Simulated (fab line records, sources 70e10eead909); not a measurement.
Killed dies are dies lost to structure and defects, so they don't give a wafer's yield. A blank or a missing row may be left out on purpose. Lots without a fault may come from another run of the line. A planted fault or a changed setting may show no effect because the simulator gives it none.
Chamber matching | flow nand_harc | NHARC_A_STAIRCASE_DEP_156 on pecvd-03: 3 sister chambers
The step deposits SiNx, target thk 50 nm. 14 wafers are shown with their chamber, then 7 later ones without.

WAFERS WITH THEIR CHAMBER
wafer  | chamber | heater_power_w (W) | susceptor_temp_C (C)
L380.3 | 0       | 838                | 400.18
L380.4 | 0       | 816                | 400.00
L380.6 | 2       | 564                | 400.02
L381.4 | 2       | 531                | 399.74
L381.5 | 0       | 895                | 400.44
L381.6 | 1       | 787                | 399.68
L383.2 | 0       | 930                | 399.87
L383.3 | 2       | 478                | 400.17
L383.6 | 1       | 710                | 399.68
L390.1 | 0       | 926                | 399.93
L390.3 | 1       | 829                | 399.84
L390.6 | 2       | 554                | 400.35
L392.1 | 1       | 750                | 400.08
L392.2 | 0       | 780                | 400.13

SIGNATURES (means of the wafers above)
reading          | chamber 0 | chamber 1 | chamber 2 | scatter within a chamber
heater_power_w   | 864.17    | 769.00    | 531.75    | 53.4
susceptor_temp_C | 400.0917  | 399.8200  | 400.0700  | 0.218
Rule: a wafer's distance from a chamber is the root of the sum, over the readings, of the square of ((its reading less the chamber's mean) divided by the reading's scatter). The wafer belongs to the nearest chamber; if the next one is less than 2 further off, it can't be placed. The scatter: the root of (the sum of the squares of (reading less its chamber's mean) over the shown wafers, divided by (wafers less chambers)).

WAFERS WITHOUT THEIR CHAMBER
wafer  | heater_power_w (W) | susceptor_temp_C (C)
L392.3 | 543                | 399.99
L395.3 | 958                | 400.36
L395.4 | 974                | 400.32
L395.5 | 772                | 399.89
L396.4 | 790                | 399.70
L396.5 | 553                | 399.78
L396.6 | 986                | 399.95

WHICH CHAMBER EACH WENT THROUGH
wafer  | from the rows above     | in truth
L392.3 | 2                       | 2
L395.3 | 0                       | 0
L395.4 | 0                       | 0
L395.5 | can't be placed: 1 or 0 | 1
L396.4 | can't be placed: 1 or 0 | 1
L396.5 | 2                       | 2
L396.6 | can't be placed: 0 or 1 | 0
Placed correctly: 4 of 7. Can't be placed from these rows: 3 (the true chamber is among the candidates in 3). Placed wrongly: 0.
